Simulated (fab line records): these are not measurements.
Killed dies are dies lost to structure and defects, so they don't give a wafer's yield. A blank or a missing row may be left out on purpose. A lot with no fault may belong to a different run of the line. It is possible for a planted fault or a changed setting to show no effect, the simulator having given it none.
Chamber matching	flow n5 finfet	4 sister chambers for N5_DUMMY_GATE_ETCH_29 on rie diel-05
The step etches underlayer in N2/H2, target depth 13 nm. 8 wafers are shown with their chamber, then 8 later ones without.

== WAFERS, EACH WITH ITS CHAMBER ==
wafer	chamber	showerhead plenum p Torr (Torr)	throttle valve pct (%)
L081.3	3	2.48	17.53
L082.3	2	2.59	17.60
L082.4	0	2.64	18.26
L082.5	2	2.59	17.59
L085.3	1	2.43	18.02
L085.4	0	2.63	18.27
L085.6	1	2.43	18.02
L086.1	3	2.48	17.55

== WAFERS WHOSE CHAMBER IS MISSING ==
wafer	showerhead plenum p Torr (Torr)	throttle valve pct (%)
L086.3	2.43	18.04
L086.5	2.58	17.59
L094.1	2.42	18.05
L094.4	2.42	18.05
L094.5	2.47	17.57
L096.1	2.42	18.06
L096.5	2.57	17.63
L096.6	2.47	17.58

== EACH ONE'S CHAMBER ==
wafer	from the rows above	in truth
L086.3	1	1
L086.5	2	2
L094.1	1	1
L094.4	1	1
L094.5	3	3
L096.1	1	1
L096.5	2	2
L096.6	3	3
Placed correctly: 8 of 8. Number that these rows cannot place: 0. Wrongly placed: 0.
How it was worked out, from the rows above alone: a wafer's distance from a chamber is the root of the sum, over the readings, of the square of ((its reading less the chamber's mean) divided by the reading's scatter). If the next closest chamber is less than 2 further off than the closest, the wafer can't be placed; otherwise it belongs to the closest. For every chamber, the mean is computed from those of its wafers that are shown. The scatter: take each reading less its chamber's mean, square it, sum over the shown wafers, divide by the number of wafers less the number of chambers, and take the root.
